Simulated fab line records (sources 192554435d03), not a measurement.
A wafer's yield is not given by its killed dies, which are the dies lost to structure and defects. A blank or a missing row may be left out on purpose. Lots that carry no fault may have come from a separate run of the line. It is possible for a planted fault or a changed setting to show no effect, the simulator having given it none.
Comparing a struck lot with a sound one    flow n5-finfet    37 steps out of a route of 1938
Sound: wafers L618.2, L618.3, L618.6. Wafers struck: L608.1, L608.3, L608.6. The cause is named last.
Order at every step that has rows: each side's tool, ch and its chambers, its first start. Under that, the readings that differ: sound wafers    struck wafers    difference of the means    sigmas: that difference in standard deviations of wafers without a fault.
alike: a reading whose means differ by less than 2 such deviations, as well as words and numbers matching on both sides. not compared: withheld readings; readings where some wafer has no value; bounds like >300 that might hide an equal value; numbers whose values overlap and for which the record gives no deviation.
Wherever a step has rows on one side only, a row that says differs or no value, or a row with sigmas, the two part there. When numbers do not overlap yet have no deviation, they are printed without sigmas and do not part them. Lack of a reading on every wafer of one side parts them only where that side has two or more wafers.

first, 9 steps without rows for these wafers: N5_WELL_APT_COAT_19 (resist thk 950 nm); N5_WELL_APT_EBR_21; N5_WELL_APT_SOFTBAKE_20 (time 60 s); N5_WELL_APT_EXPOSE_22 (exposes mask PWELL, defocus 0 nm, target cd 200 nm); N5_WELL_APT_PEB_23 (peb time 90 s); N5_WELL_APT_DEVELOP_24 (develop time 45 s); N5_WELL_APT_HARDBAKE_29 (time 120 s); N5_WELL_APT_DESCUM_30 (chemistry O2, time 7.9 s); N5_WELL_APT_IMPLANT_31.
N5_WELL_APT_IMPLANT_32:
  sound on implanter-02 ch 0, day 5 03:37; struck on implanter-02 ch 0, day 2 15:16
reading             sound                             struck                            difference   sigmas
dose-ions-cm2       2.0024e+13 2.0029e+13 1.9995e+13  1.5007e+13 1.5002e+13 1.5023e+13  -5.0053e+12  -99 or more
faraday-current-uA  256 252 251                       184 189 193                       -64          -12
then, 25 steps without rows for these wafers: N5_WELL_APT_STRIP_33 (strips in SPM, time 900 s); N5_WELL_APT_RTA_34 (time 10 s); N5_WELL_APT_OXIDE_STRIP_42 (strips SiO2 in dHF, time 45 s, target depth 12 nm); N5_WELL_APT_PRECLEAN_36 (cleans in O3/DIW, time 45 s); N5_WELL_APT_PRECLEAN_39 (cleans in dHF, time 60 s); N5_WELL_APT_SRD_37 (time 30 s); N5_WELL_APT_EPI_41 (deposits Si from SiH4/H2, target thk 50 nm, time 297.7 s); N5_PMOS_HMC_CHANNEL_EPI_HM_DEP_34 (deposits SiO2 from TEOS/O2, target thk 36 nm, time 6.9 s); N5_PMOS_HMC_CHANNEL_EPI_COAT_31 (time 60 s, resist thk 66 nm); N5_PMOS_HMC_CHANNEL_EPI_COAT_03 (resist thk 205 nm); N5_PMOS_HMC_CHANNEL_EPI_EBR_05; N5_PMOS_HMC_CHANNEL_EPI_SOFTBAKE_04 (time 60 s); N5_PMOS_HMC_CHANNEL_EPI_EXPOSE_06 (exposes mask PMOS HMC BLK, target cd 240 nm); N5_PMOS_HMC_CHANNEL_EPI_PEB_07 (peb time 60 s); N5_PMOS_HMC_CHANNEL_EPI_DEVELOP_08 (develop time 30 s); N5_PMOS_HMC_CHANNEL_EPI_DESCUM_14 (chemistry O2, time 7.9 s); N5_PMOS_HMC_CHANNEL_EPI_ETCH_32 (etches BARC in N2/H2, stops on SiO2, target depth 85.8 nm, time 50.3 s); N5_PMOS_HMC_CHANNEL_EPI_HM_OPEN_15 (chemistry CHF3/O2, target SiO2, target depth 40.6 nm, time 20.3 s); N5_PMOS_HMC_CHANNEL_EPI_STRIP_33 (strips in N2/H2); N5_PMOS_HMC_CHANNEL_EPI_STRIP_17 (strips in SPM, time 750 s); N5_PMOS_HMC_CHANNEL_EPI_ETCH_38 (etches SiO2 in CF4, target depth 1.5 nm); N5_PMOS_HMC_CHANNEL_EPI_FIN_RECESS_16 (chemistry HBr/Cl2, target Si, target depth 54 nm, time 18 s); N5_PMOS_HMC_CHANNEL_EPI_PRECLEAN_36 (cleans in O3/DIW, time 45 s); N5_PMOS_HMC_CHANNEL_EPI_PRECLEAN_18 (cleans in DHF, time 30 s); N5_PMOS_HMC_CHANNEL_EPI_SRD_19 (time 30 s).
-- here the record skips 7 days between the struck wafers' starts before and after, leaving off in module PMOS_HMC_CHANNEL_EPI and picking up in module BEOL_M4 (first step shown: number 1111 of the route) --
N5_BEOL_M4_RC_MEAS_101:
  sound on prober-02 ch 0, day 12 03:47; struck on prober-02 ch 0, day 9 06:54
reading  sound           struck          difference  sigmas
CJ_N     4.40 4.28 4.42  3.67 3.63 3.81  -0.66       -8
  alike: DIBL_N, DIBL_P, IOFF_N, IOFF_P, ION_N, ION_P, SS_N, SS_P, VT_N, VT_P
-- a jump in the record: the struck wafers' starts before and after are 4 days apart (it breaks off in module BEOL_M4 and resumes in module PASSIVATION, where the first step shown is number 1936 of the route) --
N5_PASSIVATION_PROBE_49:
  sound on prober-02 at day 17 02:30; struck on prober-02 at day 13 18:33
  alike: defect-limited-yield, killed_at_M0_to_M3, killed_at_M4_up, killed-at-contacts, killed-at-front-end, killed-at-other, killed-dies, killed-open, killed-short, sort_bin_5_function, sort_bin_6_memory, sort_bin_8_speed, sort-n-pass, sort-yield-pct

== WHERE THEY PART ==
Earliest at N5_WELL_APT_IMPLANT_32; latest, in this record, at N5_BEOL_M4_RC_MEAS_101. Later steps at which nothing parts them and some readings are alike: N5_PASSIVATION_PROBE_49.

WHY: what the simulator had put in
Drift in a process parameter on implanter-02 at N5_WELL_APT_IMPLANT_32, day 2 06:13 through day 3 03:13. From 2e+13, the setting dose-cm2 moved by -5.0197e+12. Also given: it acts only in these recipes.
